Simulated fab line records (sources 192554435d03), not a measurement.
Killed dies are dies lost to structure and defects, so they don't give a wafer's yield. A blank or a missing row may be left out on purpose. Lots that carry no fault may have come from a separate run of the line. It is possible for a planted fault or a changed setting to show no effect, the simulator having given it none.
Split-lot trial    flow n5-finfet    on a route of 1938 steps: 7 lots, 39 wafers read

== ABOUT THE SPLIT ==
At N5_MOL_CONTACT_COAG_SPUTTER_130 (material Co, target thk 47.5 nm), the setting power-w was moved away from the recipe's 3000 W on 9 of the 39 wafers read, by -15.5% to +10.9%. The other wafers ran this setting at the recipe's value.

The reading is taken at the split's own step.

== THE READING ==
Co_of_MOL_CONTACT_COAG_SPUTTER_130.thk-nm (the simulator's own value, which no gauge read), in nm, at N5_MOL_CONTACT_COAG_SPUTTER_130 (material Co, target thk 47.5 nm). The file does not state a usual value for it. Across the 30 wafers here that went through the recipe, the average is 47.6 nm and the standard deviation 0.56 nm.

wafer   tool, chamber at the split  power-w as run, W  against the recipe  Co_of_MOL_CONTACT_COAG_SPUTTER_130.thk-nm, nm  against lot-mates on the recipe
L075.1  pvd-sputter-03, -           3000               recipe              47.8                                           -
L075.2  pvd-sputter-03, -           3000               recipe              48.2                                           -
L075.5  pvd-sputter-03, -           3000               recipe              48                                             -
L078.1  pvd-sputter-01, -           3000               recipe              48                                             -
L078.2  pvd-sputter-01, -           3000               recipe              47                                             -
L078.3  pvd-sputter-01, -           3000               recipe              47                                             -
L078.6  pvd-sputter-01, -           3000               recipe              47                                             -
L078.4  pvd-sputter-01, -           3000               recipe              47.2                                           -
L078.5  pvd-sputter-01, -           3000               recipe              46.8                                           -
L079.1  pvd-sputter-02, -           3169               +5.6%               51.6                                           +3.1
L079.2  pvd-sputter-02, -           3000               recipe              48.4                                           -
L079.3  pvd-sputter-02, -           3000               recipe              48.4                                           -
L079.4  pvd-sputter-02, -           3000               recipe              48.8                                           -
L079.5  pvd-sputter-02, -           3169               +5.6%               51                                             +2.5
L079.6  pvd-sputter-02, -           3169               +5.6%               50.6                                           +2.1
L080.1  pvd-sputter-01, -           3000               recipe              47.4                                           -
L080.4  pvd-sputter-01, -           3000               recipe              47.4                                           -
L080.5  pvd-sputter-01, -           3000               recipe              47.4                                           -
L080.6  pvd-sputter-01, -           3000               recipe              47.4                                           -
L080.2  pvd-sputter-01, -           3000               recipe              48                                             -
L080.3  pvd-sputter-01, -           3000               recipe              47.6                                           -
L082.1  pvd-sputter-03, -           3000               recipe              48.2                                           -
L082.2  pvd-sputter-03, -           3000               recipe              48                                             -
L082.5  pvd-sputter-03, -           3000               recipe              48                                             -
L082.3  pvd-sputter-03, -           3000               recipe              47.8                                           -
L082.4  pvd-sputter-03, -           3000               recipe              47.8                                           -
L082.6  pvd-sputter-03, -           3000               recipe              47.2                                           -
L083.1  pvd-sputter-02, -           3000               recipe              47                                             -
L083.6  pvd-sputter-02, -           3000               recipe              47                                             -
L083.2  pvd-sputter-02, -           3327               +10.9%              53                                             +5.9
L083.4  pvd-sputter-02, -           3327               +10.9%              53                                             +5.9
L083.3  pvd-sputter-02, -           3000               recipe              47.2                                           -
L083.5  pvd-sputter-02, -           3327               +10.9%              52.8                                           +5.7
L084.1  pvd-sputter-02, -           2535               -15.5%              39.2                                           -7.7
L084.2  pvd-sputter-02, -           3000               recipe              47.4                                           -
L084.3  pvd-sputter-02, -           3000               recipe              46.6                                           -
L084.6  pvd-sputter-02, -           3000               recipe              46.6                                           -
L084.4  pvd-sputter-02, -           2535               -15.5%              39.8                                           -7.1
L084.5  pvd-sputter-02, -           2535               -15.5%              39.4                                           -7.5

THE FIT
A straight line over all 39 wafers: Co_of_MOL_CONTACT_COAG_SPUTTER_130.thk-nm changes by +0.521 nm for each +1% of power-w; r = +0.98; the points scatter about the line by 0.55 nm.
The same after taking each lot's own level away (the mean of its wafers on the recipe; 39 wafers): +0.494 nm for each +1%; r = +0.99; scatter 0.34 nm.
The reading moves by 7.7 nm for the largest change in power-w, on that fit.
Measured against the standard deviation above, the lots' own levels, which go from 46.87 to 48.53 nm, span 3.0 times it.
Consequently the slope shifts little with the lot-to-lot level, the two slopes agreeing.
Check: -7.6 nm against its lot-mates is what the line predicts for one of the wafers moved furthest among these (-15.5%) when that wafer is left out of the fit. Against them it came out at -7.67 nm.

== THESE WAFERS: OTHER SPLITS ==
Before the reading, these wafers also passed through other splits. Each is held against what the fit with the lots' levels taken away leaves over:
other split on the same wafers         wafers away from the commonest value  r with Co_of_MOL_CONTACT_COAG_SPUTTER_130.thk-nm (lot level and that fit taken away)
N5_MOL_CONTACT_COAG_EXPOSE_05 dose-mj  9                                     +0.00

== THE FILE'S OWN FIT ==
Co_of_MOL_CONTACT_COAG_SPUTTER_130.thk-nm changes by +0.494 nm for each +1% of power-w, r = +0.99.
